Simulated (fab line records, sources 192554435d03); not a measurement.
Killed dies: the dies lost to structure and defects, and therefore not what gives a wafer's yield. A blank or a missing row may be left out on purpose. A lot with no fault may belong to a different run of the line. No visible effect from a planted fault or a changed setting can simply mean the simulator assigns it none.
Matching of chambers	flow n5_finfet	N5_BEOL_M6_DEP_56 on pecvd-01 has 3 sister chambers
The step deposits SiCN from 3MS/NH3, target thk 10 nm, time 17.5 s. 6 wafers are shown with their chamber, then 8 later ones without.

WAFERS WITH THEIR CHAMBER
wafer	chamber	throttle_valve_pct (%)	showerhead_plenum_p_Torr (Torr)
L086.2	2	8.5	3.676
L086.3	1	9.3	3.660
L086.5	1	9.2	3.660
L087.1	2	8.4	3.669
L087.5	0	9.4	3.647
L092.3	0	9.4	3.654

WAFERS WHOSE CHAMBER IS MISSING
wafer	throttle_valve_pct (%)	showerhead_plenum_p_Torr (Torr)
L092.4	9.2	3.652
L092.5	8.6	3.680
L094.1	9.0	3.659
L094.2	8.5	3.667
L094.6	9.4	3.653
L097.1	8.8	3.676
L097.2	9.3	3.653
L097.4	9.1	3.637

WHICH CHAMBER EACH WENT THROUGH
wafer	from the rows above	in truth
L092.4	can't be placed: 1 or 0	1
L092.5	2	2
L094.1	1	1
L094.2	2	2
L094.6	0	0
L097.1	2	2
L097.2	can't be placed: 0 or 1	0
L097.4	can't be placed: 0 or 1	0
Correctly placed: 5 of 8. Can't be placed from these rows: 3 (the true chamber is among the candidates in 3). Number placed wrongly: 0.
How it was worked out, from the rows above alone: a wafer's distance from a chamber is the root of the sum, over the readings, of the square of ((its reading less the chamber's mean) divided by the reading's scatter). The wafer belongs to the nearest chamber; if the next one is less than 2 further off, it can't be placed. Each chamber's mean is taken over the wafers shown for it. The scatter: the root of (the sum of the squares of (reading less its chamber's mean) over the shown wafers, divided by (wafers less chambers)).
